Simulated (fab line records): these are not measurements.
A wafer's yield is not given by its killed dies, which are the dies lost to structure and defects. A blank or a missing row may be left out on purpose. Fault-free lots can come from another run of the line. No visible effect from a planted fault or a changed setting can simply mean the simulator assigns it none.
Which tool is to blame? | flow nand harc | 24 lots, 72 wafers sampled, at 5 steps of a route of 1302

## WHAT EACH GAUGE READ, for each wafer
NHARC_P_M1_OVL_MEAS_10: pitch 260 nm.
lot  | measured     | on         | overlay x nm (nm) | overlay y nm (nm)
L074 | day 6 15:37  | overlay-01 | 0.3 0.2 0.3       | -0.3 0.4 -0.8
L075 | day 6 16:53  | overlay-01 | 1.3 1.5 1.0       | -0.4 -0.5 -0.7
L076 | day 7 11:16  | overlay-01 | -0.7 -0.8 -0.1    | 0.4 0.5 0.6
L078 | day 8 00:14  | overlay-02 | -0.1 -0.6 -0.5    | 1.1 1.3 0.9
L077 | day 8 00:33  | overlay-01 | 0.3 0.6 0.3       | 0.3 0.1 0.0
L079 | day 8 13:05  | overlay-01 | 0.0 -0.7 -0.9     | 1.9 1.6 2.0
L081 | day 9 02:22  | overlay-02 | -0.9 -1.1 -1.0    | 0.2 -0.3 -0.1
L080 | day 9 04:29  | overlay-02 | -0.7 -0.5 -0.7    | -0.7 -0.4 -0.2
L082 | day 9 17:53  | overlay-02 | -1.4 -1.9 -1.6    | -0.4 0.4 0.0
L083 | day 10 00:46 | overlay-01 | -1.9 -1.6 -2.0    | -0.2 -0.8 -0.8
L084 | day 10 18:41 | overlay-02 | -0.3 -0.6 -1.1    | -0.3 -0.4 -0.2
L085 | day 11 01:01 | overlay-01 | 1.3 0.8 1.1       | 0.6 0.5 0.7
L086 | day 11 01:36 | overlay-02 | -1.2 -0.9 -1.0    | 0.2 -0.9 0.3
L087 | day 12 03:43 | overlay-01 | -0.4 -0.4 -0.1    | -2.1 -1.4 -1.3
L088 | day 12 04:39 | overlay-01 | 0.0 -0.4 0.0      | -2.4 -1.7 -1.9
L089 | day 12 09:07 | overlay-02 | -0.8 0.1 0.0      | 0.6 1.0 0.8
L090 | day 13 00:44 | overlay-01 | 0.7 0.4 1.2       | 0.4 0.8 0.4
L091 | day 13 10:43 | overlay-02 | -0.8 -0.2 -1.0    | -0.1 0.6 -0.4
L092 | day 14 07:42 | overlay-01 | -0.5 -0.3 -0.2    | -0.8 -0.5 -1.2
L093 | day 14 11:56 | overlay-01 | 0.0 0.5 -0.6      | -0.6 -1.0 -0.4
L094 | day 14 15:29 | overlay-02 | 1.0 0.7 0.8       | 0.2 -0.3 0.3
L095 | day 15 06:36 | overlay-02 | 0.5 0.0 0.0       | 0.8 0.6 0.7
L096 | day 15 11:13 | overlay-01 | 0.6 -0.3 0.3      | 0.2 0.0 0.6
L097 | day 15 15:30 | overlay-02 | 0.3 0.1 0.2       | -0.3 0.0 0.1

NHARC_P_M1_INSPECT_27.
lot  | measured     | on                | raw defect count
L074 | day 6 18:19  | defect inspect-02 | 330 386 233
L075 | day 6 20:01  | defect inspect-02 | 361 216 277
L076 | day 7 13:55  | defect inspect-02 | 399 280 435
L078 | day 8 02:55  | defect inspect-02 | 283 365 157
L077 | day 8 03:43  | defect inspect-02 | 148 210 154
L079 | day 8 15:50  | defect inspect-01 | 239 380 281
L081 | day 9 05:02  | defect inspect-01 | 304 375 249
L080 | day 9 07:13  | defect inspect-02 | 587 427 743
L082 | day 9 20:32  | defect inspect-02 | 367 207 158
L083 | day 10 03:28 | defect inspect-01 | 277 1082 501
L084 | day 10 21:22 | defect inspect-01 | 204 261 379
L085 | day 11 03:44 | defect inspect-02 | 104 236 133
L086 | day 11 04:20 | defect inspect-02 | 127 257 134
L087 | day 12 06:23 | defect inspect-01 | 345 334 281
L088 | day 12 07:31 | defect inspect-01 | 195 258 276
L089 | day 12 12:05 | defect inspect-01 | 211 294 209
L090 | day 13 03:24 | defect inspect-02 | 235 271 258
L091 | day 13 13:24 | defect inspect-01 | 185 268 144
L092 | day 14 10:23 | defect inspect-02 | 203 299 225
L093 | day 14 14:36 | defect inspect-02 | 409 473 470
L094 | day 14 18:09 | defect inspect-02 | 417 308 247
L095 | day 15 09:16 | defect inspect-02 | 281 291 248
L096 | day 15 14:00 | defect inspect-01 | 275 490 254
L097 | day 15 18:16 | defect inspect-02 | 332 410 327

NHARC_P_M2_OVL_MEAS_10: pitch 340 nm.
lot  | measured     | on         | overlay x nm (nm) | overlay y nm (nm)
L074 | day 6 19:47  | overlay-01 | 1.3 1.4 1.8       | 0.6 0.1 0.6
L075 | day 6 21:21  | overlay-02 | -0.9 -1.0 -0.7    | -0.9 -0.9 -1.0
L076 | day 7 15:24  | overlay-02 | -0.9 -0.2 0.2     | -0.4 -0.5 -0.5
L078 | day 8 04:25  | overlay-01 | 1.3 1.4 0.9       | 0.1 0.2 -0.1
L077 | day 8 05:04  | overlay-02 | -0.7 -0.8 -0.8    | 1.7 1.3 1.3
L079 | day 8 17:22  | overlay-01 | 0.0 0.1 -0.4      | -1.3 -0.8 -1.8
L081 | day 9 06:24  | overlay-01 | 1.3 0.9 1.3       | -0.8 -0.2 -0.3
L080 | day 9 08:44  | overlay-01 | 1.8 1.5 1.9       | 0.1 0.2 0.1
L082 | day 9 22:02  | overlay-01 | -0.5 -1.0 -0.6    | -1.5 -1.2 -1.6
L083 | day 10 04:59 | overlay-01 | 0.4 0.2 0.0       | 0.0 -0.4 0.0
L084 | day 10 22:49 | overlay-01 | 0.5 0.7 0.3       | 1.2 1.4 1.3
L085 | day 11 05:11 | overlay-02 | 0.3 0.5 0.3       | -0.2 -0.2 0.3
L086 | day 11 05:49 | overlay-01 | -0.5 -0.4 -0.5    | -0.3 -0.5 -0.3
L087 | day 12 08:04 | overlay-01 | -1.2 -1.0 -0.9    | -0.1 -0.5 -0.7
L088 | day 12 09:09 | overlay-01 | 0.3 -0.3 -0.1     | -1.0 -0.8 -0.1
L089 | day 12 13:35 | overlay-01 | 1.4 1.2 0.5       | -1.6 -1.2 -1.8
L090 | day 13 04:46 | overlay-01 | -0.1 -0.3 -0.8    | 1.9 1.4 1.7
L091 | day 13 14:53 | overlay-02 | -1.1 -1.6 -0.8    | -1.4 -1.3 -0.7
L092 | day 14 11:52 | overlay-02 | -0.9 -0.4 -0.1    | 0.9 0.6 1.0
L093 | day 14 16:04 | overlay-02 | -1.0 -0.7 -0.7    | 0.7 0.3 0.3
L094 | day 14 19:38 | overlay-01 | -1.0 -1.8 -1.1    | -1.1 -1.3 -0.8
L095 | day 15 10:55 | overlay-02 | 1.0 1.3 1.5       | -0.7 0.2 -0.6
L096 | day 15 15:20 | overlay-01 | -0.6 -0.1 -0.7    | 0.9 0.6 0.5
L097 | day 15 19:38 | overlay-02 | 1.4 1.5 1.7       | 0.6 0.3 -0.1

NHARC_P_M2_INSPECT_11.
lot  | measured     | on                | raw defect count
L074 | day 6 19:50  | defect inspect-02 | 7 6 10
L075 | day 6 21:23  | defect inspect-01 | 3 1 8
L076 | day 7 15:26  | defect inspect-01 | 4 7 2
L078 | day 8 04:26  | defect inspect-01 | 5 2 4
L077 | day 8 05:07  | defect inspect-01 | 6 2 6
L079 | day 8 17:24  | defect inspect-02 | 12 8 14
L081 | day 9 06:26  | defect inspect-02 | 1 9 4
L080 | day 9 08:46  | defect inspect-02 | 2 3 3
L082 | day 9 22:04  | defect inspect-02 | 11 9 9
L083 | day 10 05:01 | defect inspect-01 | 4 6 5
L084 | day 10 22:51 | defect inspect-01 | 5 7 3
L085 | day 11 05:14 | defect inspect-02 | 5 3 2
L086 | day 11 05:51 | defect inspect-01 | 3 1 2
L087 | day 12 08:06 | defect inspect-01 | 8 9 2
L088 | day 12 09:11 | defect inspect-01 | 5 8 3
L089 | day 12 13:37 | defect inspect-02 | 12 13 7
L090 | day 13 04:47 | defect inspect-02 | 2 4 2
L091 | day 13 14:55 | defect inspect-02 | 1 4 5
L092 | day 14 11:53 | defect inspect-02 | 4 3 3
L093 | day 14 16:05 | defect inspect-01 | 4 4 2
L094 | day 14 19:40 | defect inspect-02 | 9 4 3
L095 | day 15 10:58 | defect inspect-02 | 6 6 4
L096 | day 15 15:23 | defect inspect-01 | 5 4 4
L097 | day 15 19:41 | defect inspect-02 | 5 6 5

## TOOL THAT RAN EACH LOT (tool first, then ch and the chambers of the sampled wafers, then the start)
lot  | NHARC_P_M1_PRE_CLEAN_32
L074 | pecvd-04 ch 0,2, day 6 18:23
L075 | pecvd-03 ch 0,1,2, day 6 20:05
L076 | pecvd-03 ch 0,1,2, day 7 13:59
L078 | pecvd-03 ch 0,1, day 8 02:59
L077 | pecvd-03 ch 0,1,2, day 8 03:47
L079 | pecvd-04 ch 0,2, day 8 15:58
L081 | pecvd-04 ch 0,2, day 9 05:07
L080 | pecvd-02 ch 0,1, day 9 07:17
L082 | pecvd-02 ch 0,2, day 9 20:37
L083 | pecvd-04 ch 1,2, day 10 03:34
L084 | pecvd-03 ch 0,2, day 10 21:26
L085 | pecvd-03 ch 0,2, day 11 03:49
L086 | pecvd-04 ch 0,1, day 11 04:26
L087 | pecvd-02 ch 0,1, day 12 06:39
L088 | pecvd-03 ch 0,1, day 12 07:41
L089 | pecvd-02 ch 0,1,2, day 12 12:10
L090 | pecvd-03 ch 0,1,2, day 13 03:28
L091 | pecvd-03 ch 0,1, day 13 13:28
L092 | pecvd-03 ch 0,2, day 14 10:27
L093 | pecvd-04 ch 0,1,2, day 14 14:42
L094 | pecvd-02 ch 0,1,2, day 14 18:13
L095 | pecvd-03 ch 0,2, day 15 09:22
L096 | pecvd-02 ch 0,1,2, day 15 14:04
L097 | pecvd-03 ch 1,2, day 15 18:21
- NHARC_P_M1_PRE_CLEAN_32: time 12 s.

## WHAT THE TOOLS THEMSELVES READ (means of the sampled wafers that have a number; where no wafer has one, the mark that the record gives instead)
NHARC_P_M1_PRE_CLEAN_32.
lot  | tool     | heater power w (W)
L074 | pecvd-04 | 642
L075 | pecvd-03 | 614
L076 | pecvd-03 | 608
L078 | pecvd-03 | 532
L077 | pecvd-03 | 607
L079 | pecvd-04 | 584
L081 | pecvd-04 | 641
L080 | pecvd-02 | 688
L082 | pecvd-02 | 680
L083 | pecvd-04 | 698
L084 | pecvd-03 | 620
L085 | pecvd-03 | 618
L086 | pecvd-04 | 705
L087 | pecvd-02 | 684
L088 | pecvd-03 | 561
L089 | pecvd-02 | 634
L090 | pecvd-03 | 612
L091 | pecvd-03 | 580
L092 | pecvd-03 | 612
L093 | pecvd-04 | 659
L094 | pecvd-02 | 670
L095 | pecvd-03 | 714
L096 | pecvd-02 | 696
L097 | pecvd-03 | 647

## THE ANSWER, worked out from the rows above alone
Rule: usual is defined by the lots themselves. Put in order of their means at a reading, lots are off if they are a third of the lots or fewer, leave a main group of 4 or more, and stand apart from it by a gap of 3 or more times the standard deviation of the main group's means; of several such gaps the widest counts. If all means in a main group match to the digits the tables above print for the reading, that group is not used. Also off: a lot with no number at a reading for which 4 or more lots have one. The other lots that the step has rows for count as sound. After the gauges, taken in route order, come the tools' own readings; for these a lot's mean is taken, as printed above. The first step at which some lot is off is used, and at that step the reading that is off furthest; a lot without a number counts as furthest.
Nothing can be told from this: no lot is off at any reading shown.

## WHAT WAS PUT IN BY THE SIMULATOR
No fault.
